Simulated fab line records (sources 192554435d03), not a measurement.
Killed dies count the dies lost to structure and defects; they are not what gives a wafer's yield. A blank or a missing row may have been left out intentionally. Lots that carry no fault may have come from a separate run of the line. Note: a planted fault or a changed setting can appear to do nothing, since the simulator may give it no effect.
Matching of chambers | flow n5Finfet | N5_BEOL_M11_ALD_74 on aldMetal-04: 4 sister chambers
The step deposits TaN, target thk 2 nm, pulse time 2 s, purge time 3 s. 8 wafers are shown with their chamber, then 9 later ones without.

WAFERS PAIRED WITH THEIR CHAMBERS
wafer  | chamber | heaterPowerW (W) | precursorVesselTempC (C)
L075.4 | 0       | 484              | 75.09
L081.2 | 2       | 532              | 75.24
L084.2 | 1       | 440              | 75.02
L084.5 | 3       | 396              | 74.88
L084.6 | 0       | 474              | 74.93
L088.2 | 1       | 438              | 74.98
L088.3 | 2       | 520              | 74.96
L088.4 | 3       | 411              | 75.08

WAFERS WITHOUT THEIR CHAMBER
wafer  | heaterPowerW (W) | precursorVesselTempC (C)
L089.1 | 523              | 75.18
L089.4 | 439              | 74.88
L089.6 | 432              | 75.00
L090.3 | 407              | 75.10
L090.4 | 431              | 75.08
L090.6 | 412              | 75.13
L091.2 | 485              | 74.96
L091.5 | 518              | 74.82
L091.6 | 395              | 74.82

CHAMBER TAKEN BY EACH
wafer  | from the rows above | in truth
L089.1 | 2                   | 2
L089.4 | 1                   | 1
L089.6 | 1                   | 1
L090.3 | 3                   | 3
L090.4 | 1                   | 1
L090.6 | 3                   | 3
L091.2 | 0                   | 0
L091.5 | 2                   | 2
L091.6 | 3                   | 3
Correctly placed: 9 of 9. Not placeable from these rows: 0. Number placed wrongly: 0.
How it was worked out, from the rows above alone: a wafer's distance from a chamber is the root of the sum, over the readings, of the square of ((its reading less the chamber's mean) divided by the reading's scatter). If the next closest chamber is less than 2 further off than the closest, the wafer can't be placed; otherwise it belongs to the closest. The mean given for a chamber averages the wafers shown for that chamber. The scatter is the square root of a quotient: the sum, over the shown wafers, of each reading's squared deviation from its chamber's mean, divided by wafers minus chambers.
